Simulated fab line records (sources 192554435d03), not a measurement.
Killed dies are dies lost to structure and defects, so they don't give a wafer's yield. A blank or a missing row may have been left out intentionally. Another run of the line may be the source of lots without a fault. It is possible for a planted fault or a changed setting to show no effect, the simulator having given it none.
Matching of chambers + flow n5Finfet + N5_BEOL_M3_DESCUM_33 on rieDiel-01: 4 sister chambers
The step chemistry O2, time 7 s. 4 wafers are shown with their chamber, then 10 later ones without.

== WAFERS PAIRED WITH THEIR CHAMBERS ==
| wafer  | chamber | showerheadPlenumPTorr (Torr) |
|--------|---------|------------------------------|
| L082.4 | 0       | 2.23                         |
| L088.5 | 1       | 2.22                         |
| L090.3 | 2       | 2.05                         |
| L090.5 | 3       | 2.12                         |

== WAFERS WHOSE CHAMBER IS MISSING ==
| wafer  | showerheadPlenumPTorr (Torr) |
|--------|------------------------------|
| L090.6 | 2.06                         |
| L091.2 | 2.06                         |
| L091.4 | 2.12                         |
| L091.5 | 2.22                         |
| L093.1 | 2.12                         |
| L093.3 | 2.22                         |
| L093.6 | 2.22                         |
| L094.2 | 2.05                         |
| L094.3 | 2.22                         |
| L094.5 | 2.22                         |

== EACH ONE'S CHAMBER ==
| wafer  | from the rows above | in truth                   |
|--------|---------------------|----------------------------|
| L090.6 | 2                   | 2                          |
| L091.2 | 2                   | 2                          |
| L091.4 | 3                   | 3                          |
| L091.5 | 1                   | 1                          |
| L093.1 | 3                   | 3                          |
| L093.3 | 1                   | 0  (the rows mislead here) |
| L093.6 | 1                   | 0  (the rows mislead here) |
| L094.2 | 2                   | 2                          |
| L094.3 | 1                   | 1                          |
| L094.5 | 1                   | 1                          |
Correct placement for 8 of the 10. From these rows, 0 cannot be placed. Number placed wrongly: 2.
How it was worked out, from the rows above alone: a wafer's distance from a chamber is the root of the sum, over the readings, of the square of ((its reading less the chamber's mean) divided by the reading's scatter). The wafer belongs to the nearest chamber; if the next one is less than 2 further off, it can't be placed. A chamber's mean is the mean of its shown wafers. The scatter: with one shown wafer a chamber, the root of the mean of the squares of how far each hidden wafer lies from its nearest shown one.
